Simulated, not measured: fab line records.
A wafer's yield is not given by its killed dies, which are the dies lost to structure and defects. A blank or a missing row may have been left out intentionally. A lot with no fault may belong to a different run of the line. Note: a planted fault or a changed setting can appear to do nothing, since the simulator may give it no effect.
Split-lot study / flow n5_finfet / route with 1938 steps; 7 lots, 39 wafers read

ABOUT THE SPLIT
At N5_PASSIVATION_PECVD_35 (deposits SiNx from SiH4/NH3/N2, target thk 700 nm, time 151.3 s), the setting time_s was moved away from the recipe's 151.3 s on 15 of the 39 wafers read, by -47.3% to +26.1%. All remaining wafers had this setting at the recipe value.

The reading comes from the split's own step.

THE READING
SiNx_of_PASSIVATION_PECVD_35.thk_nm (the simulator's own value, which no gauge read), in nm, at N5_PASSIVATION_PECVD_35 (deposits SiNx from SiH4/NH3/N2, target thk 700 nm, time 151.3 s). The file does not state a usual value for it. Here, 24 wafers ran the recipe; their average is 703.6 nm with a standard deviation of 9.2 nm.

wafer=L074.1; tool, chamber at the split=pecvd-01, 1; time_s as run, s=151.3; against the recipe=recipe; SiNx_of_PASSIVATION_PECVD_35.thk_nm, nm=688; against lot-mates on the recipe=-
wafer=L074.2; tool, chamber at the split=pecvd-01, 0; time_s as run, s=151.3; against the recipe=recipe; SiNx_of_PASSIVATION_PECVD_35.thk_nm, nm=704.8; against lot-mates on the recipe=-
wafer=L074.3; tool, chamber at the split=pecvd-01, 2; time_s as run, s=151.3; against the recipe=recipe; SiNx_of_PASSIVATION_PECVD_35.thk_nm, nm=694.6; against lot-mates on the recipe=-
wafer=L074.4; tool, chamber at the split=pecvd-01, 1; time_s as run, s=89.87; against the recipe=-40.6%; SiNx_of_PASSIVATION_PECVD_35.thk_nm, nm=419.8; against lot-mates on the recipe=-276.0
wafer=L074.5; tool, chamber at the split=pecvd-01, 0; time_s as run, s=89.87; against the recipe=-40.6%; SiNx_of_PASSIVATION_PECVD_35.thk_nm, nm=421.6; against lot-mates on the recipe=-274.2
wafer=L074.6; tool, chamber at the split=pecvd-01, 2; time_s as run, s=89.87; against the recipe=-40.6%; SiNx_of_PASSIVATION_PECVD_35.thk_nm, nm=419.6; against lot-mates on the recipe=-276.2
wafer=L077.1; tool, chamber at the split=pecvd-01, 1; time_s as run, s=151.3; against the recipe=recipe; SiNx_of_PASSIVATION_PECVD_35.thk_nm, nm=693; against lot-mates on the recipe=-
wafer=L077.2; tool, chamber at the split=pecvd-01, 1; time_s as run, s=151.3; against the recipe=recipe; SiNx_of_PASSIVATION_PECVD_35.thk_nm, nm=699.8; against lot-mates on the recipe=-
wafer=L077.3; tool, chamber at the split=pecvd-01, 1; time_s as run, s=119.2; against the recipe=-21.2%; SiNx_of_PASSIVATION_PECVD_35.thk_nm, nm=557.2; against lot-mates on the recipe=-138.4
wafer=L077.4; tool, chamber at the split=pecvd-01, 1; time_s as run, s=119.2; against the recipe=-21.2%; SiNx_of_PASSIVATION_PECVD_35.thk_nm, nm=548.2; against lot-mates on the recipe=-147.4
wafer=L077.5; tool, chamber at the split=pecvd-01, 1; time_s as run, s=119.2; against the recipe=-21.2%; SiNx_of_PASSIVATION_PECVD_35.thk_nm, nm=549.4; against lot-mates on the recipe=-146.2
wafer=L077.6; tool, chamber at the split=pecvd-01, 1; time_s as run, s=151.3; against the recipe=recipe; SiNx_of_PASSIVATION_PECVD_35.thk_nm, nm=694; against lot-mates on the recipe=-
wafer=L081.1; tool, chamber at the split=pecvd-04, 2; time_s as run, s=151.3; against the recipe=recipe; SiNx_of_PASSIVATION_PECVD_35.thk_nm, nm=705; against lot-mates on the recipe=-
wafer=L081.2; tool, chamber at the split=pecvd-04, 0; time_s as run, s=151.3; against the recipe=recipe; SiNx_of_PASSIVATION_PECVD_35.thk_nm, nm=709.2; against lot-mates on the recipe=-
wafer=L081.3; tool, chamber at the split=pecvd-04, 1; time_s as run, s=151.3; against the recipe=recipe; SiNx_of_PASSIVATION_PECVD_35.thk_nm, nm=698.2; against lot-mates on the recipe=-
wafer=L081.4; tool, chamber at the split=pecvd-04, 2; time_s as run, s=151.3; against the recipe=recipe; SiNx_of_PASSIVATION_PECVD_35.thk_nm, nm=713.6; against lot-mates on the recipe=-
wafer=L081.5; tool, chamber at the split=pecvd-04, 0; time_s as run, s=151.3; against the recipe=recipe; SiNx_of_PASSIVATION_PECVD_35.thk_nm, nm=731; against lot-mates on the recipe=-
wafer=L081.6; tool, chamber at the split=pecvd-04, 1; time_s as run, s=151.3; against the recipe=recipe; SiNx_of_PASSIVATION_PECVD_35.thk_nm, nm=709.8; against lot-mates on the recipe=-
wafer=L080.1; tool, chamber at the split=pecvd-02, 1; time_s as run, s=151.3; against the recipe=recipe; SiNx_of_PASSIVATION_PECVD_35.thk_nm, nm=696.2; against lot-mates on the recipe=-
wafer=L080.2; tool, chamber at the split=pecvd-02, 0; time_s as run, s=79.7; against the recipe=-47.3%; SiNx_of_PASSIVATION_PECVD_35.thk_nm, nm=369.4; against lot-mates on the recipe=-338.3
wafer=L080.3; tool, chamber at the split=pecvd-02, 2; time_s as run, s=79.7; against the recipe=-47.3%; SiNx_of_PASSIVATION_PECVD_35.thk_nm, nm=371.2; against lot-mates on the recipe=-336.5
wafer=L080.4; tool, chamber at the split=pecvd-02, 1; time_s as run, s=151.3; against the recipe=recipe; SiNx_of_PASSIVATION_PECVD_35.thk_nm, nm=709.8; against lot-mates on the recipe=-
wafer=L080.5; tool, chamber at the split=pecvd-02, 0; time_s as run, s=79.7; against the recipe=-47.3%; SiNx_of_PASSIVATION_PECVD_35.thk_nm, nm=375.4; against lot-mates on the recipe=-332.3
wafer=L080.6; tool, chamber at the split=pecvd-02, 2; time_s as run, s=151.3; against the recipe=recipe; SiNx_of_PASSIVATION_PECVD_35.thk_nm, nm=717.2; against lot-mates on the recipe=-
wafer=L085.1; tool, chamber at the split=pecvd-02, 0; time_s as run, s=151.3; against the recipe=recipe; SiNx_of_PASSIVATION_PECVD_35.thk_nm, nm=696.2; against lot-mates on the recipe=-
wafer=L085.2; tool, chamber at the split=pecvd-02, 1; time_s as run, s=117.1; against the recipe=-22.6%; SiNx_of_PASSIVATION_PECVD_35.thk_nm, nm=533.8; against lot-mates on the recipe=-166.9
wafer=L085.3; tool, chamber at the split=pecvd-02, 2; time_s as run, s=117.1; against the recipe=-22.6%; SiNx_of_PASSIVATION_PECVD_35.thk_nm, nm=536.4; against lot-mates on the recipe=-164.3
wafer=L085.4; tool, chamber at the split=pecvd-02, 0; time_s as run, s=151.3; against the recipe=recipe; SiNx_of_PASSIVATION_PECVD_35.thk_nm, nm=707; against lot-mates on the recipe=-
wafer=L085.5; tool, chamber at the split=pecvd-02, 1; time_s as run, s=151.3; against the recipe=recipe; SiNx_of_PASSIVATION_PECVD_35.thk_nm, nm=698.8; against lot-mates on the recipe=-
wafer=L085.6; tool, chamber at the split=pecvd-02, 2; time_s as run, s=117.1; against the recipe=-22.6%; SiNx_of_PASSIVATION_PECVD_35.thk_nm, nm=550.4; against lot-mates on the recipe=-150.3
wafer=L095.2; tool, chamber at the split=pecvd-01, 0; time_s as run, s=151.3; against the recipe=recipe; SiNx_of_PASSIVATION_PECVD_35.thk_nm, nm=709.8; against lot-mates on the recipe=-
wafer=L095.3; tool, chamber at the split=pecvd-01, 0; time_s as run, s=151.3; against the recipe=recipe; SiNx_of_PASSIVATION_PECVD_35.thk_nm, nm=704.2; against lot-mates on the recipe=-
wafer=L095.6; tool, chamber at the split=pecvd-01, 0; time_s as run, s=151.3; against the recipe=recipe; SiNx_of_PASSIVATION_PECVD_35.thk_nm, nm=700.2; against lot-mates on the recipe=-
wafer=L097.1; tool, chamber at the split=pecvd-01, 2; time_s as run, s=190.8; against the recipe=+26.1%; SiNx_of_PASSIVATION_PECVD_35.thk_nm, nm=868.6; against lot-mates on the recipe=+166.9
wafer=L097.2; tool, chamber at the split=pecvd-01, 0; time_s as run, s=151.3; against the recipe=recipe; SiNx_of_PASSIVATION_PECVD_35.thk_nm, nm=692.8; against lot-mates on the recipe=-
wafer=L097.3; tool, chamber at the split=pecvd-01, 2; time_s as run, s=151.3; against the recipe=recipe; SiNx_of_PASSIVATION_PECVD_35.thk_nm, nm=706.4; against lot-mates on the recipe=-
wafer=L097.4; tool, chamber at the split=pecvd-01, 0; time_s as run, s=151.3; against the recipe=recipe; SiNx_of_PASSIVATION_PECVD_35.thk_nm, nm=705.8; against lot-mates on the recipe=-
wafer=L097.5; tool, chamber at the split=pecvd-01, 2; time_s as run, s=190.8; against the recipe=+26.1%; SiNx_of_PASSIVATION_PECVD_35.thk_nm, nm=885.6; against lot-mates on the recipe=+183.9
wafer=L097.6; tool, chamber at the split=pecvd-01, 0; time_s as run, s=190.8; against the recipe=+26.1%; SiNx_of_PASSIVATION_PECVD_35.thk_nm, nm=889; against lot-mates on the recipe=+187.3

THE FIT
A straight line over all 39 wafers: SiNx_of_PASSIVATION_PECVD_35.thk_nm changes by +6.98 nm for each +1% of time_s; r = +1.00; the points scatter about the line by 8.5 nm.
The same after taking each lot's own level away (the mean of its wafers on the recipe; 39 wafers): +6.95 nm for each +1%; r = +1.00; scatter 7.5 nm.
The reading moves by 3.3e+02 nm for the largest change in time_s, on that fit.
Across the lots, their own levels run from 695.60 to 711.13 nm, a range of 1.7 times the standard deviation given above.
So the lot-to-lot level changes the slope little: the two slopes agree.
Check: -327 nm against its lot-mates is what the line predicts for one of the wafers moved furthest among these (-47.3%) when that wafer is left out of the fit. It came out at -338 nm against them.

ADDITIONAL SPLITS CARRIED BY THESE WAFERS
Other splits were also applied to these wafers ahead of the reading. Each is held against what the fit with the lots' levels taken away leaves over:
other split on the same wafers=N5_BEOL_M11_ILD_DEP_00 target_thk_a; wafers away from the commonest value=12; r with SiNx_of_PASSIVATION_PECVD_35.thk_nm (lot level and that fit taken away)=+0.08
other split on the same wafers=N5_BEOL_M15_TRENCH_ETCH_34 target_depth_a; wafers away from the commonest value=6; r with SiNx_of_PASSIVATION_PECVD_35.thk_nm (lot level and that fit taken away)=-0.16

THE FILE'S OWN FIT
SiNx_of_PASSIVATION_PECVD_35.thk_nm changes by +6.95 nm for each +1% of time_s, r = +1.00.
